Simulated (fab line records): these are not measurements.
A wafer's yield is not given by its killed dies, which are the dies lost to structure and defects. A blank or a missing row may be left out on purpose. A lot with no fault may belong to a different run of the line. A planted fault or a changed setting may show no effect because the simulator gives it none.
fab line records	flow n5Finfet
record: lots: 24	wafers: 72	lastDay: 17
route steps=1938 shown BEOL_M7@1264
lots that met no fault: taken from a fault-free run of the same line
startH: hours from the record's first day to the start of the lot's first wafer shown	waitH: hours since the lot's step before	" unchanged from the row above	L1.1+2: one row covering several wafers at once	- either no value or no given start	* or withheld: withheld	< > ~ a bound
route shown NAME@n: a module of which the file shows steps, and the number in the route of the first	usual: mean/standard deviation of fault-free wafers	same: alike in all rows	chamber/n: place in a boat	sites: the reading at each site	_std_site: the values' standard deviation	_edge_site: the outer-site mean with the inner-site mean subtracted	radiusMm: for every site, how far away it sits from the centre of the wafer	mask NAME#n: copy n	behind: the tool/chamber that last shaped the wafer	hold: the reason the lot was held/the length of the hold in hours/how it ended	device: whichever transistor did not switch (one of n, p or np)	end of line: tests run on the same wafers once the route is complete	a step without rows: its recipe alone	killed: not the wafer's yield, but the dies lost to structure and defects at the first sort	map: shows each die of a wafer: x if killed, . if not, _ if none is there
set.NAME: the setting that was run; set.NAME@STEP: the one run at that earlier step	model.NAME: the simulator's own value behind a step, which no gauge read
the route's steps for a sample of lots (tables are steps, rows are wafers)
services: a tool's chamber out of use, with start hour (startH, from the record's first day; less than 0 if before it), hours out, and reason
== steps ==
step: N5_BEOL_M7_CURE_74
recipe: tempC: 385	timeS: 240	ambient: He/Ar	material: SiCOH_lowk
usual: lampPowerPct: 52.31/0.052	wafer_temp_C_max: 387.2/0.68
lot.wafer	tool	chamber	startH	waitH	lampPowerPct	wafer_temp_C_max
L075.2	uvCure-03	0	179.82	0.1	52.42	387.9
L075.4	"	0	"	"	52.35	387.7
L075.5	"	0	"	"	52.23	387.2
L074.1	uvCure-01	1	190.30	0.1	52.29	386.5
L074.3	"	1	"	"	52.26	386.3
L074.5	"	1	"	"	52.24	386.5
L076.1	uvCure-01	2	198.66	0.0	52.30	386.8
L076.2	"	2	"	"	52.35	386.7
L076.3	"	2	"	"	52.23	386.5
L077.1	uvCure-01	0	208.19	0.0	52.28	387.2
L077.2	"	0	"	"	52.31	387.3
L077.4	"	0	"	"	52.40	386.7
L078.1	uvCure-02	1	210.85	0.1	52.33	387.3
L078.5	"	1	"	"	52.26	387.7
L078.6	"	1	"	"	52.26	387.4
L079.2	uvCure-03	2	229.40	0.2	52.34	387.9
L079.3	"	2	"	"	52.39	387.8
L079.5	"	2	"	"	52.28	388.4
L080.2	uvCure-02	2	229.77	0.1	52.27	388.7
L080.3	"	2	"	"	52.32	387.2
L080.6	"	2	"	"	52.28	388.7
L081.1	uvCure-02	2	232.91	0.0	52.31	388.7
L081.3	"	2	"	"	52.24	387.9
L081.6	"	2	"	"	52.32	388.2
L082.1	uvCure-03	0	233.55	0.3	52.28	386.9
L082.3	"	0	"	"	52.29	386.5
L082.6	"	0	"	"	52.26	385.9
L083.3	uvCure-02	2	236.09	0.2	52.38	388.0
L083.4	"	2	"	"	52.30	388.0
L083.6	"	2	"	"	52.34	388.9
L084.1	uvCure-03	0	239.64	0.0	52.30	386.2
L084.5	"	0	"	"	52.28	386.8
L084.6	"	0	"	"	52.21	386.2
L085.1	uvCure-03	0	263.07	0.5	52.26	386.4
L085.4	"	0	"	"	52.25	387.2
L085.6	"	0	"	"	52.31	387.2
L086.1	uvCure-03	1	264.50	0.0	52.28	387.8
L086.4	"	1	"	"	52.26	387.6
L086.5	"	1	"	"	52.29	387.2
L087.1	uvCure-02	0	269.47	0.0	52.41	386.9
L087.3	"	0	"	"	52.32	387.1
L087.5	"	0	"	"	52.34	387.4
L088.1	uvCure-01	2	270.67	0.3	52.29	386.6
L088.2	"	2	"	"	52.26	386.3
L088.4	"	2	"	"	52.42	386.3
L090.1	uvCure-03	0	277.41	0.1	52.24	386.3
L090.4	"	0	"	"	52.34	386.6
L090.6	"	0	"	"	52.27	386.4
L089.1	uvCure-03	1	286.39	0.1	52.25	388.0
L089.3	"	1	"	"	52.30	387.1
L089.6	"	1	"	"	52.34	387.6
L091.4	uvCure-03	2	288.85	0.3	52.32	387.0
L091.5	"	2	"	"	52.26	387.4
L091.6	"	2	"	"	52.28	388.3
L092.1	uvCure-03	1	303.24	0.0	52.24	388.2
L092.2	"	1	"	"	52.31	387.0
L092.4	"	1	"	"	52.27	386.8
L094.4	uvCure-03	2	307.56	0.3	52.35	387.2
L094.5	"	2	"	"	52.24	387.8
L094.6	"	2	"	"	52.30	388.7
L093.1	uvCure-02	0	307.68	0.1	52.27	387.5
L093.4	"	0	"	"	52.42	387.1
L093.5	"	0	"	"	52.30	386.9
L095.1	uvCure-01	0	315.16	0.5	52.30	387.0
L095.3	"	0	"	"	52.31	387.4
L095.6	"	0	"	"	52.27	387.0
L096.1	uvCure-02	0	315.20	0.5	52.31	387.0
L096.5	"	0	"	"	52.38	387.2
L096.6	"	0	"	"	52.36	387.7
L097.1	uvCure-01	1	319.00	0.3	52.31	386.9
L097.2	"	1	"	"	52.29	386.5
L097.6	"	1	"	"	52.26	386.9
step: N5_BEOL_M7_HM_DEP_02
recipe: material: TiN	targetThkA: 200	tempC: 25	chamberPressurePa: 0.49996
usual: throttleValvePct: 30.1/1.2
lot.wafer	tool	chamber	startH	waitH	throttleValvePct
L075.2	pvdSputter-01	-	181.04	0.7	28.0
L075.4	"	-	"	"	31.8
L075.5	"	-	"	"	30.5
L074.1	pvdSputter-03	-	193.40	2.5	29.7
L074.3	"	-	"	"	29.9
L074.5	"	-	"	"	29.7
L076.1	pvdSputter-01	-	199.87	0.6	30.1
L076.2	"	-	"	"	30.2
L076.3	"	-	"	"	31.8
L077.1	pvdSputter-03	-	210.19	1.4	29.6
L077.2	"	-	"	"	31.7
L077.4	"	-	"	"	29.7
L078.1	pvdSputter-01	-	212.47	0.9	27.9
L078.5	"	-	"	"	30.1
L078.6	"	-	"	"	30.1
L079.2	pvdSputter-01	-	230.72	0.8	30.3
L079.3	"	-	"	"	31.8
L079.5	"	-	"	"	28.0
L080.2	pvdSputter-01	-	230.90	0.6	30.1
L080.3	"	-	"	"	27.9
L080.6	"	-	"	"	27.8
L081.1	pvdSputter-02	-	233.70	0.2	30.7
L081.3	"	-	"	"	30.6
L081.6	"	-	"	"	28.8
L082.1	pvdSputter-02	-	236.60	2.5	30.8
L082.3	"	-	"	"	28.7
L082.6	"	-	"	"	28.7
L083.3	pvdSputter-03	-	237.22	0.7	29.8
L083.4	"	-	"	"	29.8
L083.6	"	-	"	"	32.1
L084.1	pvdSputter-03	-	241.36	1.2	31.7
L084.5	"	-	"	"	29.7
L084.6	"	-	"	"	29.9
L085.1	pvdSputter-03	-	263.68	0.0	29.6
L085.4	"	-	"	"	29.7
L085.6	"	-	"	"	29.8
L086.1	pvdSputter-01	-	267.75	2.7	27.8
L086.4	"	-	"	"	31.8
L086.5	"	-	"	"	30.0
L087.1	pvdSputter-03	-	270.59	0.1	29.8
L087.3	"	-	"	"	29.6
L087.5	"	-	"	"	31.7
L088.1	pvdSputter-01	-	271.27	0.0	30.1
L088.2	"	-	"	"	31.8
L088.4	"	-	"	"	27.7
L090.1	pvdSputter-03	-	278.72	0.7	30.0
L090.4	"	-	"	"	29.9
L090.6	"	-	"	"	30.0
L089.1	pvdSputter-03	-	287.37	0.4	29.8
L089.3	"	-	"	"	29.7
L089.6	"	-	"	"	29.7
L091.4	pvdSputter-03	-	289.98	0.8	29.8
L091.5	"	-	"	"	31.8
L091.6	"	-	"	"	29.4
L092.1	pvdSputter-02	-	305.24	1.4	28.7
L092.2	"	-	"	"	30.4
L092.4	"	-	"	"	31.0
L094.4	pvdSputter-02	-	308.36	0.5	28.8
L094.5	"	-	"	"	30.7
L094.6	"	-	"	"	28.7
L093.1	pvdSputter-01	-	308.47	0.2	30.2
L093.4	"	-	"	"	30.3
L093.5	"	-	"	"	32.1
L095.1	pvdSputter-03	-	316.60	0.9	29.9
L095.3	"	-	"	"	29.7
L095.6	"	-	"	"	31.9
L096.1	pvdSputter-01	-	316.69	0.9	30.3
L096.5	"	-	"	"	31.8
L096.6	"	-	"	"	30.1
L097.1	pvdSputter-03	-	319.70	0.1	31.7
L097.2	"	-	"	"	30.0
L097.6	"	-	"	"	29.9
step: N5_BEOL_M7_INSPECT_13
recipe: mode: adi	inspectInstrument: brightfield
usual: rawDefectCount: 443/120
lot.wafer	tool	chamber	startH	waitH	rawDefectCount
L075.2	defectInspect-02	-	181.47	0.0	440
L075.4	"	-	"	"	453
L075.5	"	-	"	"	520
L074.1	defectInspect-01	-	193.95	0.0	398
L074.3	"	-	"	"	400
L074.5	"	-	"	"	445
L076.1	defectInspect-01	-	200.42	0.0	517
L076.2	"	-	"	"	453
L076.3	"	-	"	"	474
L077.1	defectInspect-02	-	210.74	0.0	428
L077.2	"	-	"	"	499
L077.4	"	-	"	"	498
L078.1	defectInspect-02	-	212.90	0.0	289
L078.5	"	-	"	"	493
L078.6	"	-	"	"	417
L079.2	defectInspect-02	-	231.15	0.0	391
L079.3	"	-	"	"	373
L079.5	"	-	"	"	326
L080.2	defectInspect-01	-	231.45	0.0	650
L080.3	"	-	"	"	411
L080.6	"	-	"	"	787
L081.1	defectInspect-01	-	234.25	0.0	611
L081.3	"	-	"	"	577
L081.6	"	-	"	"	705
L082.1	defectInspect-02	-	237.18	0.0	415
L082.3	"	-	"	"	327
L082.6	"	-	"	"	358
L083.3	defectInspect-02	-	237.77	0.0	269
L083.4	"	-	"	"	310
L083.6	"	-	"	"	356
L084.1	defectInspect-02	-	241.91	0.0	475
L084.5	"	-	"	"	321
L084.6	"	-	"	"	602
L085.1	defectInspect-01	-	264.23	0.0	421
L085.4	"	-	"	"	657
L085.6	"	-	"	"	507
L086.1	defectInspect-02	-	268.31	0.0	316
L086.4	"	-	"	"	307
L086.5	"	-	"	"	327
L087.1	defectInspect-01	-	271.14	0.0	435
L087.3	"	-	"	"	357
L087.5	"	-	"	"	465
L088.1	defectInspect-02	-	271.84	0.0	302
L088.2	"	-	"	"	435
L088.4	"	-	"	"	497
L090.1	defectInspect-01	-	279.27	0.0	363
L090.4	"	-	"	"	454
L090.6	"	-	"	"	467
L089.1	defectInspect-01	-	287.92	0.0	403
L089.3	"	-	"	"	526
L089.6	"	-	"	"	382
L091.4	defectInspect-02	-	290.41	0.0	471
L091.5	"	-	"	"	471
L091.6	"	-	"	"	472
L092.1	defectInspect-02	-	305.79	0.0	356
L092.2	"	-	"	"	371
L092.4	"	-	"	"	353
L094.4	defectInspect-01	-	308.92	0.0	305
L094.5	"	-	"	"	443
L094.6	"	-	"	"	553
L093.1	defectInspect-01	-	309.08	0.0	372
L093.4	"	-	"	"	570
L093.5	"	-	"	"	358
L095.1	defectInspect-01	-	317.15	0.0	628
L095.3	"	-	"	"	747
L095.6	"	-	"	"	583
L096.1	defectInspect-01	-	317.32	0.0	363
L096.5	"	-	"	"	429
L096.6	"	-	"	"	411
L097.1	defectInspect-02	-	320.13	0.0	456
L097.2	"	-	"	"	360
L097.6	"	-	"	"	535
step: N5_BEOL_M7_ETCH_62
recipe: chemistry: N2/H2	target: SOC	targetDepthA: 1100	overetchA: 220	maskMaterial: SiARC	tempC: 40	timeS: 165	ionEnergyEv: 200	pressureMtorr: 30	sourceW: 840	biasW: 150	n2FlowSccm: 200	h2FlowSccm: 200
usual: drypumpMotorCurrentA: 5.9/0.36	oesProductAu: 0.66/0.071	rfVppV: 524.8/2.3	showerheadPlenumPTorr: 2.57/0.085	throttleValvePct: 17.81/0.24
lot.wafer	tool	chamber	startH	waitH	drypumpMotorCurrentA	oesProductAu	rfHoursCounterH	rfVppV	showerheadPlenumPTorr	throttleValvePct
L075.2	rieDiel-01	2	181.60	0.0	5.7	0.63	190	526.0	2.65	17.99
L075.4	"	3	"	"	6.2	0.71	57	528.3	2.70	17.91
L075.5	"	2	"	"	5.7	0.63	-	525.5	2.65	17.97
L074.1	rieDiel-06	0	194.20	0.0	5.6	0.64	180	523.6	2.53	17.95
L074.3	"	1	"	"	6.1	0.62	152	529.1	2.64	17.81
L074.5	"	1	"	"	6.0	0.62	-	525.5	2.64	17.83
L076.1	rieDiel-06	0	200.54	0.0	5.6	0.63	181	523.3	2.53	17.95
L076.2	"	2	"	"	5.9	0.67	106	527.8	2.68	17.99
L076.3	"	3	"	"	6.5	0.61	210	526.6	2.60	17.70
L077.1	rieDiel-01	2	210.90	0.0	5.6	0.63	196	526.6	2.65	17.98
L077.2	"	1	"	"	5.9	0.58	250	522.5	2.51	18.56
L077.4	"	0	"	"	5.1	0.75	-	521.5	2.47	17.68
L078.1	rieDiel-01	0	213.03	0.0	5.1	0.74	43	523.2	2.47	17.70
L078.5	"	1	"	"	5.9	0.58	-	524.4	2.51	18.56
L078.6	"	2	"	"	5.7	0.63	-	525.6	2.65	18.01
L079.2	rieDiel-02	0	231.34	0.0	5.6	0.59	239	519.7	2.39	17.58
L079.3	"	2	"	"	6.0	0.68	91	522.3	2.45	17.56
L079.5	"	1	"	"	6.4	0.76	-	522.0	2.48	17.52
L080.2	rieDiel-02	1	231.75	0.0	6.4	0.75	36	522.8	2.48	17.50
L080.3	"	3	"	"	5.5	0.79	7	525.8	2.61	17.72
L080.6	"	3	"	"	5.6	0.80	-	526.3	2.61	17.73
L081.1	rieDiel-06	0	234.38	0.0	5.6	0.62	193	522.2	2.52	17.97
L081.3	"	2	"	"	5.9	0.64	115	525.5	2.68	17.98
L081.6	"	0	"	"	5.6	0.63	-	523.0	2.52	17.95
L082.1	rieDiel-06	3	237.73	0.0	6.4	0.60	221	525.0	2.59	17.73
L082.3	"	2	"	"	5.9	0.65	116	527.0	2.68	17.99
L082.6	"	1	"	"	6.1	0.61	-	526.1	2.63	17.85
L083.3	rieDiel-01	3	237.90	0.0	6.3	0.69	74	529.3	2.69	17.93
L083.4	"	1	"	"	5.9	0.86	1	523.2	2.51	18.15
L083.6	"	0	"	"	5.1	0.72	-	522.7	2.47	17.73
L084.1	rieDiel-06	2	242.25	0.0	5.9	0.65	118	527.0	2.68	17.98
L084.5	"	1	"	"	6.0	0.61	-	527.7	2.63	17.84
L084.6	"	2	"	"	5.9	0.64	-	527.2	2.68	17.98
L085.1	rieDiel-06	2	264.36	0.0	5.9	0.64	124	526.7	2.67	18.02
L085.4	"	1	"	"	6.0	0.60	-	525.7	2.63	17.85
L085.6	"	2	"	"	5.9	0.64	-	527.2	2.67	18.03
L086.1	rieDiel-02	2	268.63	0.0	5.9	0.68	102	522.9	2.45	17.60
L086.4	"	3	"	"	5.6	0.76	-	524.6	2.60	17.75
L086.5	"	1	"	"	6.4	0.74	-	520.5	2.47	17.54
L087.1	rieDiel-02	1	271.27	0.0	6.4	0.75	49	522.5	2.47	17.54
L087.3	"	3	"	"	5.5	0.76	19	525.9	2.60	17.75
L087.5	"	2	"	"	5.9	0.68	-	523.1	2.45	17.59
L088.1	rieDiel-06	3	272.12	0.0	6.4	0.59	233	524.7	2.59	17.74
L088.2	"	1	"	"	6.0	0.60	176	527.5	2.63	17.87
L088.4	"	2	"	"	5.9	0.64	-	528.7	2.67	18.01
L090.1	rieDiel-02	3	279.45	0.1	5.6	0.75	23	526.0	2.60	17.75
L090.4	"	3	"	"	5.6	0.74	-	527.0	2.60	17.75
L090.6	"	2	"	"	5.9	0.66	-	521.2	2.44	17.60
L089.1	rieDiel-02	3	288.05	0.0	5.6	0.74	26	525.4	2.60	17.77
L089.3	"	0	"	"	5.6	0.84	1	529.6	2.71	17.20
L089.6	"	1	"	"	6.4	0.74	-	520.6	2.47	17.55
L091.4	rieDiel-02	0	290.62	0.0	5.6	0.83	3	527.3	2.71	17.20
L091.5	"	2	"	"	5.9	0.67	-	520.9	2.44	17.61
L091.6	"	3	"	"	5.6	0.74	-	524.4	2.60	17.77
L092.1	rieDiel-06	2	305.99	0.0	5.9	0.63	139	527.5	2.67	18.04
L092.2	"	1	"	"	6.0	0.60	188	528.4	2.62	17.90
L092.4	"	3	"	"	6.4	0.59	245	525.6	2.58	17.77
L094.4	rieDiel-02	3	309.04	0.0	5.5	0.73	33	525.3	2.60	17.77
L094.5	"	2	"	"	5.9	0.66	-	521.4	2.44	17.63
L094.6	"	1	"	"	6.3	0.74	-	523.9	2.47	17.55
L093.1	rieDiel-06	1	309.20	0.0	6.0	0.60	189	526.0	2.62	17.89
L093.4	"	2	"	"	5.9	0.63	140	528.1	2.67	18.02
L093.5	"	1	"	"	6.0	0.59	-	527.7	2.62	17.89
L095.1	rieDiel-01	2	317.29	0.0	5.6	0.61	228	524.8	2.63	18.03
L095.3	"	1	"	"	5.9	0.79	25	522.8	2.50	18.21
L095.6	"	1	"	"	5.9	0.79	-	522.7	2.50	18.20
L096.1	rieDiel-06	1	317.45	0.0	6.0	0.59	192	526.6	2.62	17.89
L096.5	"	2	"	"	5.9	0.63	-	526.8	2.66	18.07
L096.6	"	1	"	"	6.0	0.59	-	526.4	2.62	17.87
L097.1	rieDiel-06	3	320.46	0.0	6.5	0.59	250	527.3	2.58	17.77
L097.2	"	2	"	"	5.9	0.63	145	526.6	2.66	18.03
L097.6	"	1	"	"	6.0	0.59	-	526.4	2.62	17.88
step: N5_BEOL_M7_VIA_ETCH_34
recipe: chemistry: C4F6/O2	target: SiCOH_lowk	targetDepthA: 1255	maskMaterial: SOC	taperDeg: 4	timeS: 50.5	ionEnergyEv: 250	pressureMtorr: 30	sourceW: 345	biasW: 185	Ar_flow_sccm: 300	C4F6_flow_sccm: 10	O2_flow_sccm: 10
usual: drypumpMotorCurrentA: 5.9/0.37	oesProductAu: 0.78/0.085	rfVppV: 663/12	showerheadPlenumPTorr: 2.89/0.085	throttleValvePct: 20.95/0.13
lot.wafer	tool	chamber	startH	waitH	drypumpMotorCurrentA	oesProductAu	rfHoursCounterH	rfVppV	showerheadPlenumPTorr	throttleValvePct
L075.2	rieDiel-02	3	183.13	0.0	5.6	0.68	248	649	2.89	20.99
L075.4	"	1	"	"	6.4	0.94	20	640	2.82	20.83
L075.5	"	2	"	"	5.9	0.83	-	647	2.76	20.59
L074.1	rieDiel-01	3	195.69	0.0	6.2	0.83	63	674	3.00	20.84
L074.3	"	2	"	"	5.6	0.73	192	656	2.95	20.93
L074.5	"	2	"	"	5.7	0.73	-	659	2.95	20.92
L076.1	rieDiel-02	0	203.55	0.0	5.6	0.70	230	656	2.72	20.83
L076.2	"	2	"	"	6.0	0.82	81	647	2.75	20.59
L076.3	"	1	"	"	6.4	0.93	27	640	2.82	20.83
L077.1	rieDiel-06	3	212.37	0.0	6.4	0.71	214	671	2.90	20.86
L077.2	"	0	"	"	5.6	0.74	185	666	2.84	21.02
L077.4	"	2	"	"	5.9	0.78	109	652	2.99	21.03
L078.1	rieDiel-06	3	215.49	0.0	6.4	0.71	215	670	2.90	20.84
L078.5	"	1	"	"	6.0	0.73	-	660	2.96	20.95
L078.6	"	0	"	"	5.6	0.74	-	668	2.84	21.02
L079.2	rieDiel-06	3	232.73	0.0	6.4	0.71	220	671	2.90	20.85
L079.3	"	1	"	"	6.0	0.71	162	660	2.96	20.96
L079.5	"	3	"	"	6.5	0.71	-	671	2.90	20.84
L080.2	rieDiel-01	3	233.23	0.0	6.2	0.81	73	675	3.00	20.87
L080.3	"	0	"	"	5.1	0.88	50	686	2.77	20.88
L080.6	"	2	"	"	5.6	0.72	-	658	2.95	20.97
L081.1	rieDiel-06	0	237.17	0.0	5.6	0.74	194	667	2.83	21.02
L081.3	"	3	"	"	6.5	0.70	221	670	2.90	20.85
L081.6	"	3	"	"	6.5	0.70	-	670	2.90	20.85
L082.1	rieDiel-06	0	238.82	0.0	5.6	0.73	194	668	2.83	21.03
L082.3	"	3	"	"	6.5	0.70	222	670	2.90	20.87
L082.6	"	1	"	"	6.0	0.72	-	658	2.96	20.94
L083.3	rieDiel-01	1	239.02	0.0	5.9	1.03	1	658	2.80	21.19
L083.4	"	0	"	"	5.1	0.87	52	687	2.77	20.88
L083.6	"	3	"	"	6.2	0.81	-	676	2.99	20.86
L084.1	rieDiel-01	1	244.09	0.0	6.0	1.01	3	658	2.80	21.18
L084.5	"	0	"	"	5.1	0.86	-	688	2.77	20.89
L084.6	"	3	"	"	6.2	0.80	-	675	2.99	20.84
L085.1	rieDiel-06	3	267.33	0.0	6.4	0.69	230	671	2.89	20.86
L085.4	"	1	"	"	6.0	0.71	-	659	2.96	20.97
L085.6	"	2	"	"	5.9	0.76	-	652	2.98	21.05
L086.1	rieDiel-01	2	269.62	0.0	5.6	0.72	214	657	2.94	20.97
L086.4	"	1	"	"	5.9	0.98	9	658	2.79	21.17
L086.5	"	3	"	"	6.2	0.81	-	674	2.99	20.87
L087.1	rieDiel-02	1	273.08	0.0	6.3	0.89	50	639	2.81	20.87
L087.3	"	2	"	"	5.9	0.80	104	645	2.74	20.61
L087.5	"	2	"	"	5.9	0.80	-	645	2.74	20.62
L088.1	rieDiel-01	1	273.68	0.0	5.9	0.97	11	657	2.79	21.19
L088.2	"	0	"	"	5.1	0.86	63	686	2.77	20.89
L088.4	"	3	"	"	6.2	0.80	85	675	2.99	20.88
L090.1	rieDiel-06	1	281.08	0.0	6.0	0.69	180	659	2.95	21.00
L090.4	"	2	"	"	5.9	0.75	131	654	2.98	21.03
L090.6	"	1	"	"	6.0	0.70	-	659	2.95	20.96
L089.1	rieDiel-06	1	289.11	0.0	6.0	0.70	182	659	2.95	20.98
L089.3	"	2	"	"	5.9	0.76	134	653	2.98	21.06
L089.6	"	0	"	"	5.6	0.74	-	668	2.83	21.03
L091.4	rieDiel-01	2	292.52	0.0	5.6	0.71	221	657	2.94	20.97
L091.5	"	1	"	"	5.9	0.96	-	659	2.79	21.21
L091.6	"	0	"	"	5.1	0.84	-	687	2.76	20.92
L092.1	rieDiel-06	1	307.28	0.0	6.0	0.69	188	660	2.95	20.98
L092.2	"	0	"	"	5.6	0.73	205	667	2.83	21.03
L092.4	"	2	"	"	5.9	0.75	140	653	2.98	21.06
L094.4	rieDiel-06	3	311.29	0.0	6.5	0.69	-	671	2.88	20.90
L094.5	"	2	"	"	5.9	0.76	-	650	2.98	21.06
L094.6	"	1	"	"	6.0	0.70	-	658	2.95	21.00
L093.1	rieDiel-01	0	311.65	0.0	5.1	0.84	75	686	2.76	20.91
L093.4	"	1	"	"	5.9	0.93	23	657	2.79	21.21
L093.5	"	2	"	"	5.7	0.71	-	658	2.94	21.00
L095.1	rieDiel-01	2	318.74	0.0	5.6	0.71	228	658	2.93	20.98
L095.3	"	1	"	"	5.9	0.93	26	659	2.79	21.23
L095.6	"	2	"	"	5.6	0.71	-	659	2.94	20.99
L096.1	rieDiel-06	1	318.93	0.0	6.0	0.69	193	657	2.95	20.99
L096.5	"	2	"	"	5.9	0.75	-	652	2.97	21.08
L096.6	"	1	"	"	6.0	0.69	-	658	2.95	20.98
L097.1	rieDiel-06	2	321.51	0.0	5.9	0.75	145	653	2.97	21.07
L097.2	"	1	"	"	6.0	0.70	194	660	2.95	20.97
L097.6	"	1	"	"	6.0	0.69	-	657	2.95	21.00
step: N5_BEOL_M7_TRENCH_ETCH_37
recipe: chemistry: C4F6/O2	targetDepthA: 934.78	target: SiCOH_lowk	timeS: 31.2	ionEnergyEv: 250	pressureMtorr: 30	sourceW: 345	biasW: 185	Ar_flow_sccm: 300	C4F6_flow_sccm: 10	O2_flow_sccm: 10
usual: drypumpMotorCurrentA: 5.9/0.37	oesProductAu: 0.77/0.084	rfVppV: 663/12	showerheadPlenumPTorr: 2.89/0.085	throttleValvePct: 20.98/0.13
lot.wafer	tool	chamber	startH	waitH	drypumpMotorCurrentA	oesProductAu	rfHoursCounterH	rfVppV	showerheadPlenumPTorr	throttleValvePct
L075.2	rieDiel-02	3	-	-	5.5	0.68	248	649	2.89	21.01
L075.4	"	1	"	"	6.3	0.94	20	640	2.82	20.87
L075.5	"	2	"	"	6.0	0.83	-	644	2.76	20.62
L074.1	rieDiel-01	3	-	-	6.2	0.82	63	675	3.00	20.88
L074.3	"	2	"	"	5.7	0.73	192	659	2.95	20.96
L074.5	"	2	"	"	5.7	0.72	-	658	2.95	20.95
L076.1	rieDiel-02	0	-	-	5.6	0.70	230	656	2.72	20.86
L076.2	"	2	"	"	5.9	0.83	81	645	2.75	20.62
L076.3	"	1	"	"	6.4	0.92	27	638	2.82	20.88
L077.1	rieDiel-06	3	-	-	6.4	0.72	214	671	2.90	20.87
L077.2	"	0	"	"	5.6	0.74	185	667	2.84	21.05
L077.4	"	2	"	"	5.9	0.77	109	652	2.99	21.03
L078.1	rieDiel-06	3	-	-	6.5	0.71	215	670	2.90	20.88
L078.5	"	1	"	"	6.0	0.72	-	658	2.96	20.97
L078.6	"	0	"	"	5.6	0.74	-	668	2.84	21.03
L079.2	rieDiel-06	3	-	-	6.5	0.70	220	672	2.90	20.87
L079.3	"	1	"	"	6.0	0.72	163	659	2.96	20.98
L079.5	"	3	"	"	6.4	0.70	-	670	2.90	20.88
L080.2	rieDiel-01	3	-	-	6.2	0.81	73	674	3.00	20.87
L080.3	"	0	"	"	5.1	0.88	50	688	2.77	20.92
L080.6	"	2	"	"	5.7	0.72	-	659	2.95	20.98
L081.1	rieDiel-06	0	-	-	5.6	0.73	194	667	2.83	21.05
L081.3	"	3	"	"	6.4	0.71	221	669	2.90	20.91
L081.6	"	3	"	"	6.4	0.70	-	670	2.90	20.89
L082.1	rieDiel-06	0	-	-	5.6	0.73	194	667	2.83	21.04
L082.3	"	3	"	"	6.4	0.69	222	672	2.90	20.89
L082.6	"	1	"	"	6.1	0.72	-	659	2.96	20.99
L083.3	rieDiel-01	1	-	-	5.9	1.01	1	658	2.80	21.22
L083.4	"	0	"	"	5.1	0.87	52	686	2.77	20.90
L083.6	"	3	"	"	6.2	0.80	-	674	2.99	20.87
L084.1	rieDiel-01	1	-	-	5.9	1.01	3	658	2.80	21.22
L084.5	"	0	"	"	5.1	0.86	-	687	2.77	20.92
L084.6	"	3	"	"	6.2	0.80	-	674	2.99	20.90
L085.1	rieDiel-06	3	-	-	6.4	0.69	230	671	2.89	20.90
L085.4	"	1	"	"	6.1	0.71	-	657	2.96	21.00
L085.6	"	2	"	"	5.9	0.76	-	654	2.98	21.05
L086.1	rieDiel-01	2	-	-	5.7	0.72	214	659	2.94	21.01
L086.4	"	1	"	"	6.0	0.98	9	659	2.80	21.23
L086.5	"	3	"	"	6.2	0.81	-	676	2.99	20.90
L087.1	rieDiel-02	1	-	-	6.4	0.89	50	639	2.81	20.91
L087.3	"	2	"	"	5.9	0.80	104	645	2.74	20.66
L087.5	"	2	"	"	5.9	0.80	-	646	2.74	20.65
L088.1	rieDiel-01	1	-	-	5.9	0.98	11	660	2.79	21.23
L088.2	"	0	"	"	5.1	0.86	63	688	2.77	20.94
L088.4	"	3	"	"	6.2	0.80	85	675	2.99	20.91
L090.1	rieDiel-06	1	-	-	6.0	0.71	180	658	2.95	21.01
L090.4	"	2	"	"	5.9	0.76	131	652	2.98	21.09
L090.6	"	1	"	"	6.0	0.70	-	660	2.95	21.00
L089.1	rieDiel-06	1	-	-	6.0	0.69	182	659	2.95	21.00
L089.3	"	2	"	"	5.9	0.76	134	652	2.98	21.08
L089.6	"	0	"	"	5.6	0.73	-	666	2.83	21.05
L091.4	rieDiel-01	2	-	-	5.7	0.71	221	656	2.94	21.03
L091.5	"	1	"	"	6.0	0.95	-	656	2.79	21.22
L091.6	"	0	"	"	5.1	0.86	-	686	2.76	20.94
L092.1	rieDiel-06	1	-	-	6.0	0.69	189	658	2.95	21.02
L092.2	"	0	"	"	5.6	0.74	205	667	2.83	21.08
L092.4	"	2	"	"	5.9	0.75	140	653	2.98	21.09
L094.4	rieDiel-06	3	-	-	6.5	0.68	-	671	2.88	20.92
L094.5	"	2	"	"	5.9	0.75	-	652	2.98	21.10
L094.6	"	1	"	"	6.0	0.70	-	659	2.95	21.01
L093.1	rieDiel-01	0	-	-	5.1	0.85	75	686	2.76	20.95
L093.4	"	1	"	"	6.0	0.93	23	658	2.79	21.23
L093.5	"	2	"	"	5.6	0.70	-	658	2.94	21.03
L095.1	rieDiel-01	2	-	-	5.6	0.69	228	657	2.93	21.01
L095.3	"	1	"	"	5.9	0.92	26	659	2.79	21.25
L095.6	"	2	"	"	5.6	0.70	-	657	2.94	21.03
L096.1	rieDiel-06	1	-	-	6.0	0.69	193	657	2.95	21.02
L096.5	"	2	"	"	5.9	0.75	-	653	2.97	21.09
L096.6	"	1	"	"	6.0	0.70	-	659	2.95	21.03
L097.1	rieDiel-06	2	-	-	5.9	0.75	145	652	2.97	21.10
L097.2	"	1	"	"	6.0	0.69	194	659	2.95	21.02
L097.6	"	1	"	"	6.1	0.69	-	658	2.95	21.02
== services ==
tool	chamber	startH	hours	kind
rieDiel-02	1	157.42	4.3	repair
uvCure-02	-	158.34	4.3	pm
rieDiel-01	1	186.73	2.2	repair
rieDiel-02	3	191.24	-	clean
uvCure-01	-	193.18	1.0	pm
uvCure-02	-	195.42	6.0	pm
rieDiel-01	3	210.45	5.0	repair
rieDiel-01	1	215.71	-	clean
rieDiel-01	1	215.71	-	consumableReplace:focusRing
rieDiel-01	1	215.71	21.0	scheduledDown
rieDiel-01	1	215.71	21.0	ventCycle
uvCure-01	-	227.75	2.0	repair
rieDiel-06	0	241.54	35.5	repair
uvCure-01	-	245.14	0.7	repair
uvCure-02	-	254.83	2.1	pm
rieDiel-02	1	275.33	12.3	repair
rieDiel-01	-	291.01	0.8	repair
uvCure-01	-	307.01	7.5	pm
rieDiel-06	0	310.84	9.6	repair
uvCure-03	-	311.70	5.0	pm
rieDiel-06	3	320.63	-	clean
rieDiel-06	3	320.63	-	consumableReplace:focusRing
rieDiel-06	3	320.63	31.4	scheduledDown
rieDiel-06	3	320.63	31.4	ventCycle
== key ==
fault none
